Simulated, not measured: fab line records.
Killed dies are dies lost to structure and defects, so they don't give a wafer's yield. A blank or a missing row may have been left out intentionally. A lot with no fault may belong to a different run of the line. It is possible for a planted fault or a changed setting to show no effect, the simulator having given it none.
Code-filled problem report in 8D (eight disciplines) form || flow n5Finfet || the parts of the form that need people (team, actions taken, sign-off) are left out

## 1. WHAT WENT WRONG
barrierFieldEndpointS at N5_BEOL_M2_CMP_52 reads a mean of 33.2 s on 3 wafers of 2 lots; wafers without a fault read 24.7 s with a standard deviation of 0.8. That puts it +11 standard deviations away from the usual mean.
The step: polishes, stops on SiOC, t overpolish 6.8 s, target thk 40 nm.
Earliest sighting: wafer L901.6 on cmp-04 at day 12 01:25. The record holds 29 wafers of 10 lots with a number at this step. By rule, "out" or "out of limits" means more than 4 standard deviations away from the usual mean. The other wafers with a number count as sound.

## 2. WHAT IT IS AND WHAT IT IS NOT
{"question": "which readings at this step", "is": "barrierFieldEndpointS", "is not": "motorCurrentA"}
{"question": "which lots", "is": "L901, L903", "is not": "L885, L886, L888, L889, L891, L892, L893, L904"}
{"question": "which wafers of those lots", "is": "L901.6, L903.1, L903.6", "is not": "L901.2, L903.4"}
{"question": "read on which tools", "is": "cmp-03, cmp-04", "is not": "cmp-01"}
{"question": "when", "is": "from day 12 01:25", "is not": "up to then (22 sound wafers); but 4 sound wafers of L903, L904 came after"}

## 3. THE SUSPECTS, EACH WITH WHAT RULES IT OUT
Counting: any tool at a process step up to the reading remains a suspect provided it ran every lot that is out. Sound lots after the first of them don't rule it out here, since some wafers of a struck lot are sound.
- pecvd-01 at N5_BEOL_M2_PECVD_72 (deposits SiO2 from TEOS/O2, target thk 16 nm, time 18 s): kept. Every lot that is out went through it, the first being L901 (day 11 17:10); the last sound lot it ran before that was L892 (day 8 16:53).
- pvdSputter-01 at N5_BEOL_M2_ANNEAL_89 (time 240 s): kept. Every lot that is out went through it, the first being L901 (day 11 23:25); the last sound lot it ran before that was L889 (day 8 13:13).
The count leaves pvdSputter-01 at N5_BEOL_M2_ANNEAL_89 and pecvd-01 at N5_BEOL_M2_PECVD_72.

## 4. THE CAUSE (what the simulator had put in)
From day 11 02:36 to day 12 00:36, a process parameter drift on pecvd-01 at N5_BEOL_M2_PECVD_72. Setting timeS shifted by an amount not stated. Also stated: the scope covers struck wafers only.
After counting, 2 suspects remain, this tool included.

## 5. THE EFFECT CHAIN, in route order
Each row: a reading where the mean over the struck wafers with a number is more than 3 standard deviations away from the usual. Readings are gone through only where the record gives a usual standard deviation; hours: the median, over the lots, of the time from a lot's start at the first step in this table giving one to that lot's start at this step; sigmas: the change measured in usual standard deviations.
{"hours": 0, "step": "N5_BEOL_M2_CMP_52", "reading": "barrierFieldEndpointS", "usual": "24.7 s", "on struck wafers": 33.2, "change": "+8.5", "sigmas": "+11"}
Here are the process steps it includes:
- N5_BEOL_M2_CMP_52: polishes, stops on SiOC, t overpolish 6.8 s, target thk 40 nm.
Later measuring or inspecting steps at which every struck wafer that the step has a row for has a number for every such reading, and none has moved that far: N5_BEOL_M2_INSPECT_59, N5_BEOL_M4_RC_MEAS_101.

## 6. HOW IT WOULD HAVE BEEN CAUGHT EARLIER
In this record no reading fell out of limits until day 12 01:25, 23 hours after the fault had begun at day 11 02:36.
Of the tool readings at N5_BEOL_M2_PECVD_72 for which the record gives a usual standard deviation, none was out on any struck wafer, so an alarm limit of 4 standard deviations on them would not have fired.
Lots out: 2; all had begun N5_BEOL_M2_PECVD_72 on pecvd-01 by day 12 01:25. Tool hold at that time: it would have spared none of them.
